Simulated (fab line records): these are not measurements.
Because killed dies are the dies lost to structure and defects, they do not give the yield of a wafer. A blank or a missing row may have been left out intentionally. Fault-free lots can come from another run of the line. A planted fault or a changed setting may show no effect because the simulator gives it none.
Matching of chambers ; flow n5_finfet ; 4 sister chambers for N5_FIN_SAQP_SPACER2_ALD_28 on ald_sin-01
The step deposits SiO2, target thk 8.1 nm, pulse time 1 s, purge time 2 s. 8 wafers are shown with their chamber, then 12 later ones without.

## EACH WAFER AND ITS CHAMBER
wafer;chamber;heater_power_w (W);precursor_pulse_height_rel
L087.6;2;552;0.992
L089.4;3;474;1.013
L090.2;3;454;1.017
L090.4;1;435;1.032
L090.6;0;504;0.984
L091.1;1;442;1.021
L091.3;0;503;1.014
L091.6;2;561;0.967

## WAFERS WHOSE CHAMBER IS MISSING
wafer;heater_power_w (W);precursor_pulse_height_rel
L092.2;454;1.033
L092.4;503;0.986
L092.6;516;0.975
L093.1;551;0.985
L093.2;502;0.982
L093.5;466;0.988
L094.1;459;0.988
L094.2;560;1.010
L094.6;426;1.004
L097.2;520;0.996
L097.4;458;0.982
L097.6;469;1.009

## EACH ONE'S CHAMBER
wafer;from the rows above;in truth
L092.2;can't be placed: 3 or 1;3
L092.4;0;0
L092.6;0;0
L093.1;2;2
L093.2;0;0
L093.5;3;3
L094.1;can't be placed: 3 or 1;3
L094.2;2;2
L094.6;1;1
L097.2;0;0
L097.4;can't be placed: 3 or 1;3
L097.6;3;3
Placed correctly: 9 of 12. Not placeable from these rows: 3 (in 3, the candidates include the true chamber). 0 placed wrongly.
How it was worked out, from the rows above alone: a wafer's distance from a chamber is the root of the sum, over the readings, of the square of ((its reading less the chamber's mean) divided by the reading's scatter). If the next closest chamber is less than 2 further off than the closest, the wafer can't be placed; otherwise it belongs to the closest. Each chamber's mean is taken over the wafers shown for it. How the scatter is found: for the shown wafers, subtract from each reading the mean of its chamber, square and add these, divide the total by (wafers less chambers), then take the root.
